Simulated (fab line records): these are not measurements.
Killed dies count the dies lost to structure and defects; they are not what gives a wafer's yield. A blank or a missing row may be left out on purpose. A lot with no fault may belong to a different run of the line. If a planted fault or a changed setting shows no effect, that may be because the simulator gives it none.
fab line records    flow n5Finfet
[record] lots = 7  wafers = 21
route steps=1938 shown ZERO_LAYER@9 PMOS_HMC_CHANNEL_EPI@63 FIN_CUT@155 DUMMY_GATE@234 SD_EPI_N@267
startH: hours from the record's opening day to when the first of the lot's shown wafers began    waitH: how many hours have passed since the lot's step before this one    " repeats the value in the row above    L1.1+2: a single row standing in for several wafers    - no value, or no start was given    * or withheld: withheld    < > ~ a bound
route shown NAME@n: NAME is a module with steps in the file, n the number in the route of the first one    usual: the fault-free wafers' mean and standard deviation    same: alike in all rows    chamber/n: place in a boat    sites: readings site by site    _std_site: standard deviation across them    _edge_site: outer sites' mean less inner sites'    radiusMm: for every site, how far away it sits from the centre of the wafer    mask NAME#n: copy n    behind: the tool/chamber that last shaped the wafer    hold: reason for holding the lot/hours on hold/outcome of the hold    device: which transistor (n, p or np) failed to switch    end of line: the tests these same wafers got at the end of their route    a step with no rows: only its recipe    killed: dies that structure and defects cost at the first sort, which is not the same as the wafer's yield    map: a wafer's dies, marking killed ones x, the rest . and places with no die _
set.NAME: setting as actually run; set.NAME@STEP: the setting as run at that earlier step    model.NAME: the simulator's own value behind a step, which no gauge read
lots run with intentionally changed settings; tables by step, rows by wafer
[[steps]]
[step N5_ZERO_LAYER_EXPOSE_08]
[recipe] maskId = ZERO  na = 0.55  sourceShape = conventional  sigmaOuter = 0.8  polarization = unpolarized  defocusNm = 0  targetCdNm = 2000  doseMj = 16.2
lot.wafer   tool           chamber  startH  waitH  mask    set.doseMj
L086.3+4    krfScanner-02  0        84.50   -      ZERO#0  16.72
L086.6      "              0        "       "      ZERO#0  16.2
L087.1+3    krfScanner-02  0        90.47   -      ZERO#0  15.37
L087.6      "              0        "       "      ZERO#0  16.2
L088.3      krfScanner-01  0        96.63   -      ZERO#0  15.38
L088.4+5    "              0        "       "      ZERO#0  16.2
L090.1+5    krfScanner-01  0        108.59  -      ZERO#0  16.2
L090.6      "              0        "       "      ZERO#0  15.83
L093.2+4    krfScanner-01  0        126.60  -      ZERO#0  15.03
L093.5      "              0        "       "      ZERO#0  16.2
L096.1+2    krfScanner-01  0        144.46  -      ZERO#0  15.37
L096.6      "              0        "       "      ZERO#0  16.2
L097.4+5+6  krfScanner-02  0        150.61  -      ZERO#0  16.2
[step N5_ZERO_LAYER_PEB_09]
[recipe] pebTempC = withheld  pebTimeS = *
[step N5_ZERO_LAYER_DEVELOP_10]
[recipe] developTimeS = 60  rinseLiquid = diw  dry = airSpin  devTempC = 21
[step N5_ZERO_LAYER_HARDBAKE_23]
[recipe] tempC = 130  timeS = 120
[step N5_ZERO_LAYER_CD_MEAS_11]
[recipe] targetCdNm = 2000  landingEnergyEv = 500  detector = seInlens
[usual] cdNm = 2000.8/2.1
lot.wafer  tool      chamber  startH  waitH  set.doseMj@ZERO_LAYER_EXPOSE_08  cdNm
L086.3     cdSem-01  0        84.67   -      16.72                            2007.2
L086.4     "         0        "       "      16.72                            2008.5
L086.6     "         0        "       "      16.2                             2001.4
L087.1     cdSem-02  0        90.64   -      15.37                            1989.1
L087.3     "         0        "       "      15.37                            1988.5
L087.6     "         0        "       "      16.2                             1998.6
L088.3     cdSem-02  0        96.80   -      15.38                            1990.4
L088.4     "         0        "       "      16.2                             1998.0
L088.5     "         0        "       "      16.2                             2001.5
L090.1     cdSem-01  0        108.77  -      16.2                             2002.7
L090.5     "         0        "       "      16.2                             2003.7
L090.6     "         0        "       "      15.83                            2001.1
L093.2     cdSem-02  0        126.77  -      15.03                            1987.1
L093.4     "         0        "       "      15.03                            1989.4
L093.5     "         0        "       "      16.2                             2000.6
L096.1     cdSem-02  0        144.64  -      15.37                            1986.0
L096.2     "         0        "       "      15.37                            1987.8
L096.6     "         0        "       "      16.2                             2000.9
L097.4     cdSem-01  0        150.77  -      16.2                             2004.3
L097.5     "         0        "       "      16.2                             2002.5
L097.6     "         0        "       "      16.2                             2006.7
[step N5_ZERO_LAYER_DESCUM_16]
[recipe] chemistry = O2  timeS = 7.9  sourcePowerW = 50  biasPowerW = 20  pressureMtorr = 20  rfFrequencyHz = 2.712e+07  tempC = 40  o2FlowSccm = 225
lot.wafer  tool        chamber  startH  waitH  set.doseMj@ZERO_LAYER_EXPOSE_08  model.ZERO_LAYER.cdNm
L086.3     rieDiel-02  1        84.74   0.1    16.72                            2007
L086.4     "           3        "       "      16.72                            2008
L086.6     "           3        "       "      16.2                             2002
L087.1     rieDiel-04  0        90.68   0.0    15.37                            1989
L087.3     "           2        "       "      15.37                            -
L087.6     "           3        "       "      16.2                             1998
L088.3     rieDiel-05  0        96.83   0.0    15.38                            1990
L088.4     "           3        "       "      16.2                             1998
L088.5     "           0        "       "      16.2                             2001
L090.1+5   rieDiel-04  1        108.80  0.0    16.2                             2003
L090.6     "           0        "       "      15.83                            2001
L093.2     rieDiel-02  0        126.80  0.0    15.03                            1987
L093.4     "           1        "       "      15.03                            1989
L093.5     "           2        "       "      16.2                             2000
L096.1     rieDiel-04  2        144.68  0.0    15.37                            1986
L096.2     "           0        "       "      15.37                            1988
L096.6     "           2        "       "      16.2                             2001
L097.4     rieDiel-04  3        150.80  0.0    16.2                             2004
L097.5     "           0        "       "      16.2                             2002
L097.6     "           1        "       "      16.2                             2007
[step N5_PMOS_HMC_CHANNEL_EPI_PEB_07]
[recipe] pebTempC = 110  pebTimeS = 60  resist = CAR-ArF-block
lot.wafer   tool           chamber  startH  waitH  set.pebTempC
L086.3+6    lithoTrack-05  0        89.37   0.0    107.5
L086.4      "              0        "       "      110
L087.1+3+6  lithoTrack-03  0        95.66   0.1    110
L088.3      lithoTrack-05  0        102.26  0.0    107.4
L088.4+5    "              0        "       "      110
L090.1      lithoTrack-03  0        113.18  0.1    112.7
L090.5+6    "              0        "       "      110
L093.2+4+5  lithoTrack-02  0        131.90  0.0    110
L096.1+2+6  lithoTrack-02  0        149.54  0.1    110
L097.4+5+6  lithoTrack-02  0        155.25  0.0    110
[step N5_PMOS_HMC_CHANNEL_EPI_DEVELOP_08]
[recipe] developTimeS = 30  developer = TMAH  resist = CAR-ArF-block  devTempC = 23  rinseLiquid = diw  dry = airSpin
[step N5_PMOS_HMC_CHANNEL_EPI_CD_MEAS_09]
[recipe] targetCdNm = 237.4  landingEnergyEv = 500  detector = seInlens
[usual] cdNm = 238.0/0.96
lot.wafer  tool      chamber  startH  waitH  set.pebTempC@PMOS_HMC_CHANNEL_EPI_PEB_07  cdNm
L086.3     cdSem-02  0        89.44   -      107.5                                     231.6
L086.4     "         0        "       "      110                                       238.3
L086.6     "         0        "       "      107.5                                     228.7
L087.1     cdSem-03  0        95.72   -      110                                       237.8
L087.3     "         0        "       "      110                                       237.5
L087.6     "         0        "       "      110                                       237.2
L088.3     cdSem-01  0        102.32  -      107.4                                     230.6
L088.4     "         0        "       "      110                                       239.7
L088.5     "         0        "       "      110                                       239.0
L090.1     cdSem-03  0        113.25  -      112.7                                     245.7
L090.5     "         0        "       "      110                                       237.9
L090.6     "         0        "       "      110                                       237.1
L093.2     cdSem-01  0        131.97  -      110                                       237.6
L093.4     "         0        "       "      110                                       236.8
L093.5     "         0        "       "      110                                       236.6
L096.1     cdSem-01  0        149.61  -      110                                       239.3
L096.2     "         0        "       "      110                                       238.8
L096.6     "         0        "       "      110                                       239.6
L097.4     cdSem-03  0        155.32  -      110                                       239.8
L097.5     "         0        "       "      110                                       238.2
L097.6     "         0        "       "      110                                       238.1
[step N5_PMOS_HMC_CHANNEL_EPI_DESCUM_14]
[recipe] chemistry = O2  timeS = 7.9  sourcePowerW = 50  biasPowerW = 20  pressureMtorr = 20  rfFrequencyHz = 2.712e+07  tempC = 40  resist = CAR-ArF-block  o2FlowSccm = 225
lot.wafer  tool        chamber  startH  waitH  set.pebTempC@PMOS_HMC_CHANNEL_EPI_PEB_07  model.PMOS_HMC_CHANNEL_EPI.cdNm
L086.3     rieDiel-05  0        89.53   0.0    107.5                                     231.4
L086.4     "           1        "       "      110                                       238.1
L086.6     "           1        "       "      107.5                                     228.8
L087.1     rieDiel-04  2        95.81   0.0    110                                       237.7
L087.3     "           0        "       "      110                                       237.8
L087.6     "           1        "       "      110                                       -
L088.3     rieDiel-02  3        102.89  0.5    107.4                                     230.6
L088.4     "           1        "       "      110                                       239.5
L088.5     "           2        "       "      110                                       239.1
L090.1     rieDiel-04  3        113.73  0.4    112.7                                     245.8
L090.5     "           1        "       "      110                                       237.6
L090.6     "           0        "       "      110                                       237.4
L093.2     rieDiel-02  1        132.05  0.0    110                                       237.7
L093.4     "           0        "       "      110                                       236.8
L093.5     "           1        "       "      110                                       236.7
L096.1     rieDiel-04  1        149.70  0.0    110                                       239.5
L096.2     "           2        "       "      110                                       238.8
L096.6     "           2        "       "      110                                       239.1
L097.4     rieDiel-02  0        155.40  0.0    110                                       239.5
L097.5     "           0        "       "      110                                       238.1
L097.6     "           1        "       "      110                                       238
[step N5_PMOS_HMC_CHANNEL_EPI_ETCH_32]
[recipe] chemistry = N2/H2  target = BARC  stopOn = SiO2  targetDepthA = 858  overEtchFrac = 0.3  timeS = 50.3  ionEnergyEv = 200  maskMaterial = CAR-ArF-block  pressureMtorr = 30  sourceW = 840  biasW = 150  n2FlowSccm = 200  h2FlowSccm = 200
lot.wafer  tool        chamber  startH  waitH  set.pebTempC@PMOS_HMC_CHANNEL_EPI_PEB_07  model.PMOS_HMC_CHANNEL_EPI.cdNm
L086.3     rieDiel-05  0        89.56   0.0    107.5                                     234.6
L086.4     "           1        "       "      110                                       240.8
L086.6     "           1        "       "      107.5                                     231.3
L087.1     rieDiel-04  2        95.85   0.0    110                                       239.4
L087.3     "           0        "       "      110                                       239.3
L087.6     "           1        "       "      110                                       239.2
L088.3     rieDiel-02  3        102.92  0.0    107.4                                     232.7
L088.4     "           1        "       "      110                                       241.5
L088.5     "           2        "       "      110                                       242.4
L090.1     rieDiel-04  3        113.77  0.0    112.7                                     248.7
L090.5     "           1        "       "      110                                       240.2
L090.6     "           0        "       "      110                                       239.2
L093.2     rieDiel-02  1        132.09  0.0    110                                       239.5
L093.4     "           0        "       "      110                                       238.9
L093.5     "           1        "       "      110                                       238.1
L096.1     rieDiel-04  1        149.73  0.0    110                                       241
L096.2     "           2        "       "      110                                       240.5
L096.6     "           2        "       "      110                                       240.9
L097.4     rieDiel-02  0        155.44  0.0    110                                       241.8
L097.5     "           0        "       "      110                                       240.6
L097.6     "           1        "       "      110                                       239.6
[step N5_FIN_CUT_COAT_19]
[recipe] resist = SiARC  tempC = 220  timeS = 60  spinRpm = 1500  resistThkNm = 20
lot.wafer   tool           chamber  startH  waitH  set.spinRpm  model.SiARC_of_FIN_CUT_COAT_19.thkNm
L086.3+6    lithoTrack-01  0        -       -      1500         20
L086.4      "              0        "       "      1500         19.8
L087.1      lithoTrack-05  0        -       -      1500         20
L087.3      "              0        "       "      1500         20.2
L087.6      "              0        "       "      1578         19.6
L088.3      lithoTrack-01  0        -       -      1435         20.4
L088.4+5    "              0        "       "      1500         20
L090.1+5+6  lithoTrack-05  0        -       -      1500         20
L093.2+4+5  lithoTrack-05  0        -       -      1500         20
L096.1+2    lithoTrack-01  0        -       -      1500         20
L096.6      "              0        "       "      1400         20.8
L097.4+5+6  lithoTrack-01  0        -       -      1500         20
[step N5_FIN_CUT_EXPOSE_05]
[recipe] maskId = FIN_CUT  na = 0.33  sourceShape = annular  sigmaInner = 0.35  sigmaOuter = 0.8  polarization = unpolarized  doseMj = 45.75
lot.wafer   tool           chamber  startH  waitH  mask       set.doseMj
L086.3+4+6  euvScanner-01  0        101.15  -      FIN_CUT#0  45.75
L087.1      euvScanner-02  0        106.36  -      FIN_CUT#0  48.44
L087.3+6    "              0        "       "      FIN_CUT#0  45.75
L088.3      euvScanner-01  0        111.82  -      FIN_CUT#0  45.75
L088.4+5    "              0        "       "      FIN_CUT#0  43.27
L090.1+6    euvScanner-02  0        125.54  -      FIN_CUT#0  47.1
L090.5      "              0        "       "      FIN_CUT#0  45.75
L093.2      euvScanner-02  0        140.62  -      FIN_CUT#0  43.28
L093.4+5    "              0        "       "      FIN_CUT#0  45.75
L096.1+2+6  euvScanner-02  0        158.50  -      FIN_CUT#0  45.75
L097.4+5+6  euvScanner-02  0        165.65  -      FIN_CUT#0  45.75
[step N5_FIN_CUT_PEB_06]
[recipe] pebTempC = 100  pebTimeS = 60  resist = CAR-EUV
[step N5_FIN_CUT_DEVELOP_07]
[recipe] developTimeS = 30  developer = TMAH  resist = CAR-EUV  rinseLiquid = surfactantRinse  dry = airSpin  devTempC = 23
[step N5_FIN_CUT_CD_MEAS_08]
[recipe] targetCdNm = 29.1  landingEnergyEv = 500  detector = seInlens  polarity = opening
[usual] cdNm = 29.15/0.24
lot.wafer  tool      chamber  startH  waitH  set.doseMj@FIN_CUT_EXPOSE_05  cdNm
L086.3     cdSem-02  0        101.27  -      45.75                         28.89
L086.4     "         0        "       "      45.75                         29.23
L086.6     "         0        "       "      45.75                         29.02
L087.1     cdSem-02  0        106.49  -      48.44                         29.75
L087.3     "         0        "       "      45.75                         29.21
L087.6     "         0        "       "      45.75                         28.98
L088.3     cdSem-01  0        111.94  -      45.75                         29.25
L088.4     "         0        "       "      43.27                         28.39
L088.5     "         0        "       "      43.27                         28.13
L090.1     cdSem-02  0        125.68  -      47.1                          29.97
L090.5     "         0        "       "      45.75                         29.19
L090.6     "         0        "       "      47.1                          29.87
L093.2     cdSem-03  0        140.75  -      43.28                         28.24
L093.4     "         0        "       "      45.75                         29.04
L093.5     "         0        "       "      45.75                         29.15
L096.1     cdSem-03  0        158.63  -      45.75                         29.31
L096.2     "         0        "       "      45.75                         29.19
L096.6     "         0        "       "      45.75                         29.22
L097.4     cdSem-01  0        165.76  -      45.75                         28.77
L097.5     "         0        "       "      45.75                         29.10
L097.6     "         0        "       "      45.75                         28.97
[step N5_FIN_CUT_DESCUM_13]
[recipe] chemistry = O2  timeS = 7  sourcePowerW = 50  biasPowerW = 20  pressureMtorr = 20  rfFrequencyHz = 2.712e+07  tempC = 40  resist = CAR-EUV  o2FlowSccm = 225
[step N5_FIN_CUT_ETCH_30]
[recipe] chemistry = N2/H2  target = underlayer  targetDepthA = 130  maskMaterial = CAR-EUV  timeS = 10.4  ionEnergyEv = 200  pressureMtorr = 30  sourceW = 840  biasW = 150  n2FlowSccm = 200  h2FlowSccm = 200  ends = cleared
lot.wafer  tool        chamber  startH  waitH  set.doseMj@FIN_CUT_EXPOSE_05  model.FIN_CUT.cdOffsetNm
L086.3+4   rieDiel-02  3,1      101.42  0.0    45.75                         0
L086.6     "           0        "       "      45.75                         -0.2
L087.1     rieDiel-04  3        106.65  0.0    48.44                         1
L087.3+6   "           0,3      "       "      45.75                         0
L088.3     rieDiel-05  1        112.11  0.0    45.75                         0
L088.4+5   "           0        "       "      43.27                         -1
L090.1+6   rieDiel-04  1,2      125.94  0.0    47.1                          0.6
L090.5     "           1        "       "      45.75                         0
L093.2     rieDiel-02  0        140.90  0.0    43.28                         -1
L093.4+5   "           3,2      "       "      45.75                         0.2
L096.1+2   rieDiel-05  2,3      158.79  0.0    45.75                         -0.2
L096.6     "           2        "       "      45.75                         -0.4
L097.4     rieDiel-04  3        165.91  0.0    45.75                         -0.2
L097.5     "           0        "       "      45.75                         0
L097.6     "           3        "       "      45.75                         -0.4
[step N5_FIN_CUT_ETCH_20]
[recipe] chemistry = CF4  target = SiARC  targetDepthA = 260  maskMaterial = CAR-EUV  timeS = 43.3  ionEnergyEv = 80  pressureMtorr = 40  sourceW = 545  biasW = 36  Ar_flow_sccm = 100  cf4FlowSccm = 100  ends = cleared
lot.wafer  tool        chamber  startH  waitH  set.spinRpm@FIN_CUT_COAT_19  model.etch.depthNm
L086.3     rieDiel-02  3        101.44  0.0    1500                         19.93
L086.4     "           1        "       "      1500                         19.85
L086.6     "           0        "       "      1500                         19.96
L087.1     rieDiel-04  3        106.67  0.0    1500                         20.04
L087.3     "           0        "       "      1500                         20.13
L087.6     "           3        "       "      1578                         19.51
L088.3     rieDiel-05  1        112.13  0.0    1435                         20.38
L088.4     "           0        "       "      1500                         20
L088.5     "           0        "       "      1500                         19.95
L090.1     rieDiel-04  1        125.96  0.0    1500                         20
L090.5+6   "           1,2      "       "      1500                         19.96
L093.2     rieDiel-02  0        140.92  0.0    1500                         19.95
L093.4     "           3        "       "      1500                         20
L093.5     "           2        "       "      1500                         20.01
L096.1     rieDiel-05  2        158.81  0.0    1500                         20.01
L096.2     "           3        "       "      1500                         19.98
L096.6     "           2        "       "      1400                         20.77
L097.4     rieDiel-04  3        165.93  0.0    1500                         20.03
L097.5     "           0        "       "      1500                         20.02
L097.6     "           3        "       "      1500                         20
[step N5_DUMMY_GATE_DESCUM_20]
[recipe] chemistry = O2  timeS = 6.2  sourcePowerW = 50  biasPowerW = 20  pressureMtorr = 20  rfFrequencyHz = 2.712e+07  tempC = 40  resist = CAR-EUV  o2FlowSccm = 225
lot.wafer   tool        chamber  startH  waitH  set.timeS  model.CAR-EUV_of_DUMMY_GATE_COAT_09.thkNm
L086.3+4    rieDiel-05  1,2      124.08  0.1    4.864      27.2
L086.6      "           1        "       "      6.2        26.4
L087.1      rieDiel-05  1        126.02  0.2    6.2        26.4
L087.3+6    "           0,2      "       "      5.272      26.8
L088.3      rieDiel-02  0        133.66  0.0    6.2        26.4
L088.4      "           1        "       "      7.452      26
L088.5      "           3        "       "      6.2        26.6
L090.1+5    rieDiel-02  1,0      144.50  0.0    6.2        26.6
L090.6      "           3        "       "      5.619      27
L093.2+4    rieDiel-05  1,0      159.99  0.3    7.453      25.6
L093.5      "           2        "       "      6.2        26.2
L096.1      rieDiel-02  2        177.23  0.0    6.2        26.6
L096.2+6    "           3,0      "       "      4.944      27
L097.4+5+6  rieDiel-04  0,2,3    184.21  0.0    6.2        26.4
[step N5_DUMMY_GATE_ETCH_31]
[recipe] chemistry = C4F6/O2  target = SiO2  maskMaterial = SOC  targetDepthA = 825  timeS = 27.5  ionEnergyEv = 250  pressureMtorr = 30  sourceW = 345  biasW = 185  Ar_flow_sccm = 300  C4F6_flow_sccm = 10  O2_flow_sccm = 10
lot.wafer   tool        chamber  startH  waitH  set.targetDepthA  model.SOC_of_DUMMY_GATE_COAT_34.thkNm
L086.3      rieDiel-04  2        124.50  0.0    882.2             51
L086.4      "           3        "       "      825               51.6
L086.6      "           2        "       "      882.2             51.2
L087.1+3    rieDiel-05  1,2      126.55  0.1    762               52.2
L087.6      "           3        "       "      825               51.6
L088.3+4+5  rieDiel-05  2,1,2    134.31  0.1    825               51.8
L090.1+5    rieDiel-04  0,2      144.92  0.0    912.4             51
L090.6      "           0        "       "      912.4             51.2
L093.2+4+5  rieDiel-05  2,3,0    160.44  0.1    825               51.8
L096.1+2+6  rieDiel-02  3,2,3    177.65  0.0    825               52
L097.4+6    rieDiel-02  2,3      184.68  0.1    825               52
L097.5      "           0        "       "      825               51.8
[step N5_SD_EPI_N_EXPOSE_06]
[recipe] maskId = SD_N_BLK  na = 1.35  sourceShape = conventional  sigmaOuter = 0.8  polarization = unpolarized  targetCdNm = 120  doseMj = 39.75
lot.wafer   tool            chamber  startH  waitH  mask        set.doseMj
L086.3+4+6  arfiScanner-01  0        126.13  -      SD_N_BLK#0  39.75
L087.1+6    arfiScanner-01  0        128.05  -      SD_N_BLK#0  38.19
L087.3      "               0        "       "      SD_N_BLK#0  39.75
L088.3+5    arfiScanner-01  0        135.82  -      SD_N_BLK#0  39.75
L088.4      "               0        "       "      SD_N_BLK#0  41.67
L090.1+5+6  arfiScanner-01  0        146.58  -      SD_N_BLK#0  39.75
L093.2+4+5  arfiScanner-02  0        162.35  -      SD_N_BLK#0  39.75
L096.1+6    arfiScanner-01  0        180.52  -      SD_N_BLK#0  39.75
L096.2      "               0        "       "      SD_N_BLK#0  40.82
L097.4+5+6  arfiScanner-03  0        186.29  -      SD_N_BLK#0  39.75
[step N5_SD_EPI_N_PEB_07]
[recipe] pebTempC = 110  pebTimeS = 60  resist = CAR-ArF-block
[step N5_SD_EPI_N_DEVELOP_08]
[recipe] developTimeS = 30  developer = TMAH  resist = CAR-ArF-block  devTempC = 23  rinseLiquid = diw  dry = airSpin
[step N5_SD_EPI_N_CD_MEAS_09]
[recipe] targetCdNm = 120  landingEnergyEv = 500  detector = seInlens
[usual] cdNm = 120.0/0.79
lot.wafer  tool      chamber  startH  waitH  set.doseMj@SD_EPI_N_EXPOSE_06  cdNm
L086.3     cdSem-03  0        126.25  -      39.75                          121.7
L086.4     "         0        "       "      39.75                          121.5
L086.6     "         0        "       "      39.75                          121.0
L087.1     cdSem-01  0        128.18  -      38.19                          117.0
L087.3     "         0        "       "      39.75                          120.5
L087.6     "         0        "       "      38.19                          117.6
L088.3     cdSem-01  0        135.94  -      39.75                          120.1
L088.4     "         0        "       "      41.67                          123.1
L088.5     "         0        "       "      39.75                          120.2
L090.1     cdSem-03  0        146.70  -      39.75                          120.3
L090.5     "         0        "       "      39.75                          119.7
L090.6     "         0        "       "      39.75                          120.9
L093.2     cdSem-02  0        162.47  -      39.75                          120.5
L093.4     "         0        "       "      39.75                          119.3
L093.5     "         0        "       "      39.75                          120.6
L096.1     cdSem-02  0        180.64  -      39.75                          119.5
L096.2     "         0        "       "      40.82                          121.8
L096.6     "         0        "       "      39.75                          119.7
L097.4     cdSem-02  0        186.40  -      39.75                          119.9
L097.5     "         0        "       "      39.75                          119.0
L097.6     "         0        "       "      39.75                          119.2
[[key]]
[split] step = N5_ZERO_LAYER_EXPOSE_08  setting = doseMj  stated = 16.2  by = wafer
[response] step = N5_ZERO_LAYER_CD_MEAS_11  reading = cdNm  change = +1.95  per = 1%  r = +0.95
[response] step = N5_ZERO_LAYER_DESCUM_16  reading = model.ZERO_LAYER.cdNm  change = +1.9  per = 1%  r = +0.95
[split] step = N5_PMOS_HMC_CHANNEL_EPI_PEB_07  setting = pebTempC  stated = 110  by = wafer
[response] step = N5_PMOS_HMC_CHANNEL_EPI_CD_MEAS_09  reading = cdNm  change = +3.54  per = 1%  r = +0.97
[response] step = N5_PMOS_HMC_CHANNEL_EPI_DESCUM_14  reading = model.PMOS_HMC_CHANNEL_EPI.cdNm  change = +3.53  per = 1%  r = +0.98
[response] step = N5_PMOS_HMC_CHANNEL_EPI_ETCH_32  reading = model.PMOS_HMC_CHANNEL_EPI.cdNm  change = +3.67  per = 1%  r = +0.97
[split] step = N5_FIN_CUT_COAT_19  setting = spinRpm  stated = 1500  by = wafer
[response] step = N5_FIN_CUT_COAT_19  reading = model.SiARC_of_FIN_CUT_COAT_19.thkNm  change = -0.107  per = 1%  r = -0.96
[response] step = N5_FIN_CUT_ETCH_20  reading = model.etch.depthNm  change = -0.11  per = 1%  r = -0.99
[split] step = N5_FIN_CUT_EXPOSE_05  setting = doseMj  stated = 45.75  by = wafer
[response] step = N5_FIN_CUT_CD_MEAS_08  reading = cdNm  change = +0.157  per = 1%  r = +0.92
[response] step = N5_FIN_CUT_ETCH_30  reading = model.FIN_CUT.cdOffsetNm  change = +0.192  per = 1%  r = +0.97
[split] step = N5_DUMMY_GATE_DESCUM_20  setting = timeS  stated = 6.2  by = wafer
[response] step = N5_DUMMY_GATE_DESCUM_20  reading = model.CAR-EUV_of_DUMMY_GATE_COAT_09.thkNm  change = -0.0286  per = 1%  r = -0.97
[split] step = N5_DUMMY_GATE_ETCH_31  setting = targetDepthA  stated = 825  by = wafer
[response] step = N5_DUMMY_GATE_ETCH_31  reading = model.SOC_of_DUMMY_GATE_COAT_34.thkNm  change = -0.0757  per = 1%  r = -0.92
[split] step = N5_SD_EPI_N_EXPOSE_06  setting = doseMj  stated = 39.75  by = wafer
[response] step = N5_SD_EPI_N_CD_MEAS_09  reading = cdNm  change = +0.716  per = 1%  r = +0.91
